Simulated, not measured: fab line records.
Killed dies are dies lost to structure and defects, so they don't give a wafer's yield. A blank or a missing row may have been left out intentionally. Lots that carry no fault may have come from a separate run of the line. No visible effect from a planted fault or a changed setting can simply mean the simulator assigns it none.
What tool caused it?    flow n5-finfet    10 lots, 30 wafers sampled, at 4 steps of a route of 1938

WHAT EACH GAUGE READ, for each wafer
The record holds no reading of a measuring or inspecting step that can be judged against a usual standard deviation.

TOOL THAT RAN EACH LOT (tool first, then ch and the chambers of the sampled wafers, then the start)
lot   N5_BEOL_M5_SPUTTER_88         N5_BEOL_M5_DEP_56                N5_BEOL_M6_ETCH_61                  N5_BEOL_M6_STRIP_67
L761  pvd-sputter-01, day 9 16:23   pecvd-01 ch 0,1,2, day 9 18:29   rie-diel-04 ch 0,3, day 9 19:55     rie-diel-04 ch 0,3, day 9 20:08
L764  pvd-sputter-02, day 10 14:04  pecvd-03 ch 0,1, day 10 16:09    rie-diel-02 ch 0,1, day 10 18:13    rie-diel-02 ch 0,1, day 10 18:25
L763  pvd-sputter-02, day 10 22:52  pecvd-01 ch 0,1,2, day 11 00:57  rie-diel-04 ch 0,1,3, day 11 04:43  rie-diel-04 ch 0,1,3, day 11 04:55
L768  pvd-sputter-02, day 13 13:44  pecvd-02 ch 1,2, day 13 15:49    rie-diel-04 ch 0,3, day 13 19:03    rie-diel-04 ch 0,3, day 13 19:15
L777  pvd-sputter-02, day 16 00:53  pecvd-02 ch 1,2, day 16 03:07    rie-diel-04 ch 0,1,3, day 16 04:56  rie-diel-04 ch 0,1,3, day 16 05:08
L775  pvd-sputter-03, day 16 06:44  pecvd-02 ch 0,1,2, day 16 08:49  rie-diel-04 ch 1,2, day 16 12:29    rie-diel-04 ch 1,2, day 16 12:41
L782  pvd-sputter-01, day 16 20:43  pecvd-02 ch 0,1,2, day 16 22:48  rie-diel-02 ch 1,2,3, day 17 01:17  rie-diel-02 ch 1,2,3, day 17 01:28
L784  pvd-sputter-02, day 16 23:27  pecvd-01 ch 1,2, day 17 01:31    rie-diel-02 ch 1,2, day 17 03:58    rie-diel-02 ch 1,2, day 17 04:10
L769  pvd-sputter-01, day 18 05:24  pecvd-02 ch 1,2, day 18 07:29    rie-diel-05 ch 0,2, day 18 09:20    rie-diel-05 ch 0,2, day 18 09:32
L783  pvd-sputter-02, day 18 05:32  pecvd-03 ch 0,2, day 18 07:38    rie-diel-05 ch 1,2, day 18 11:25    rie-diel-05 ch 1,2, day 18 11:37
- N5_BEOL_M5_SPUTTER_88: material Cu, target thk 15 nm, time 27.62 s.
- N5_BEOL_M5_DEP_56: deposits SiCN from 3MS/NH3, target thk 8 nm, time 14 s.
- N5_BEOL_M6_ETCH_61: etches SiARC in CF4, target depth 45.5 nm, time 75.8 s.
- N5_BEOL_M6_STRIP_67: strips in CF4.

WHAT THE TOOLS THEMSELVES READ (means of the sampled wafers that have a number; where no wafer has one, the mark that the record gives instead)
N5_BEOL_M5_SPUTTER_88.
lot   tool            throttle-valve-pct (%)
L761  pvd-sputter-01  29.7
L764  pvd-sputter-02  29.8
L763  pvd-sputter-02  29.4
L768  pvd-sputter-02  29.9
L777  pvd-sputter-02  29.5
L775  pvd-sputter-03  28.9
L782  pvd-sputter-01  30.7
L784  pvd-sputter-02  29.3
L769  pvd-sputter-01  30.8
L783  pvd-sputter-02  29.1

N5_BEOL_M5_DEP_56.
lot   tool      showerhead-plenum-p-Torr (Torr)  throttle-valve-pct (%)
L761  pecvd-01  3.673                            8.9
L764  pecvd-03  3.656                            9.2
L763  pecvd-01  3.662                            9.1
L768  pecvd-02  3.663                            8.9
L777  pecvd-02  3.662                            8.9
L775  pecvd-02  3.664                            9.0
L782  pecvd-02  3.665                            9.1
L784  pecvd-01  3.671                            8.7
L769  pecvd-02  3.666                            8.9
L783  pecvd-03  3.668                            9.0

N5_BEOL_M6_ETCH_61.
lot   tool         bias-w (W)  drypump-motor-current-A (A)  etch-rf-on-time-s (s)  oes-product-au (a.u.)  rf-vpp-V (V)  showerhead-plenum-p-Torr (Torr)  throttle-valve-pct (%)
L761  rie-diel-04  35.86       5.8                          74.3                   0.74                   185.8         2.25                             15.56
L764  rie-diel-02  36.02       5.7                          75.6                   0.62                   183.9         2.15                             15.65
L763  rie-diel-04  36.08       5.6                          75.6                   0.78                   184.4         2.18                             15.51
L768  rie-diel-04  36.07       5.8                          73.9                   0.77                   184.8         2.24                             15.46
L777  rie-diel-04  39.65       5.6                          74.3                   0.74                   196.2         2.17                             15.58
L775  rie-diel-04  39.69       5.5                          73.1                   0.75                   194.9         2.08                             15.66
L782  rie-diel-02  36.00       5.7                          76.9                   0.61                   183.8         2.15                             15.81
L784  rie-diel-02  35.97       5.7                          76.4                   0.60                   184.6         2.21                             15.76
L769  rie-diel-05  36.20       6.0                          76.0                   0.73                   184.4         2.17                             15.60
L783  rie-diel-05  35.93       5.5                          75.7                   0.72                   184.3         2.23                             15.49

N5_BEOL_M6_STRIP_67.
lot   tool         drypump-motor-current-A (A)  oes-product-au (a.u.)  power-w (W)  rf-vpp-V (V)  showerhead-plenum-p-Torr (Torr)  throttle-valve-pct (%)
L761  rie-diel-04  5.8                          0.85                   299.1        273.9         1.88                             13.55
L764  rie-diel-02  5.7                          0.72                   300.6        271.5         1.80                             13.67
L763  rie-diel-04  5.6                          0.91                   300.2        271.8         1.83                             13.46
L768  rie-diel-04  5.8                          0.89                   299.6        272.3         1.88                             13.43
L777  rie-diel-04  5.6                          0.85                   299.8        271.4         1.82                             13.54
L775  rie-diel-04  5.5                          0.86                   299.4        269.1         1.74                             13.61
L782  rie-diel-02  5.7                          0.72                   298.5        271.3         1.80                             13.79
L784  rie-diel-02  5.8                          0.71                   301.1        271.6         1.85                             13.77
L769  rie-diel-05  5.9                          0.85                   300.5        273.0         1.82                             13.55
L783  rie-diel-05  5.5                          0.84                   300.1        272.3         1.86                             13.43

THE ANSWER, worked out from the rows above alone
Rule: the usual values come from the lots themselves. The widest of any qualifying gaps counts: lots, ordered by their means at a reading, are off when they make up no more than a third of the lots, leave a main group of 4 or more, and stand apart from it by 3 or more times the standard deviation of that group's means. The tables above print the reading to a certain number of digits; a main group whose means all agree to those digits is not used. A lot without any number at a reading at which 4 lots or more have one is off too. Any other lot the step has rows for is counted as sound. After the gauges, taken in route order, come the tools' own readings; for these a lot's mean is taken, as printed above. The first step at which some lot is off is used, and at that step the reading that is off furthest; a lot without a number counts as furthest.
Off, at N5_BEOL_M6_ETCH_61 on bias-w: L777, L775. The main group: mean 36.02 W, standard deviation 0.097.
A tool fits if, at that step or a process step before it, it ran every lot that is off, and no sound lot after the first of them. One fits: rie-diel-04 at N5_BEOL_M6_ETCH_61. Its last sound lot is L768 (day 13 19:03), its first lot that is off L777 (day 16 04:56): a fault that began between those two fits.
The tool's own readings at N5_BEOL_M6_ETCH_61 bear it out: on the lots that are off they differ by more than 5 times the standard deviation of the sound lots' means. bias-w reads 39.67 W there against 36.02 W on the sound lots; rf-vpp-V reads 195.6 V there against 184.5 V on the sound lots.

WHAT THE SIMULATOR HAD INSERTED
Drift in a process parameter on rie-diel-04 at N5_BEOL_M6_ETCH_61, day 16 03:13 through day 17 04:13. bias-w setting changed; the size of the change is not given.
Shown lots that were struck: L777, L775. This agrees with what the rule above found.
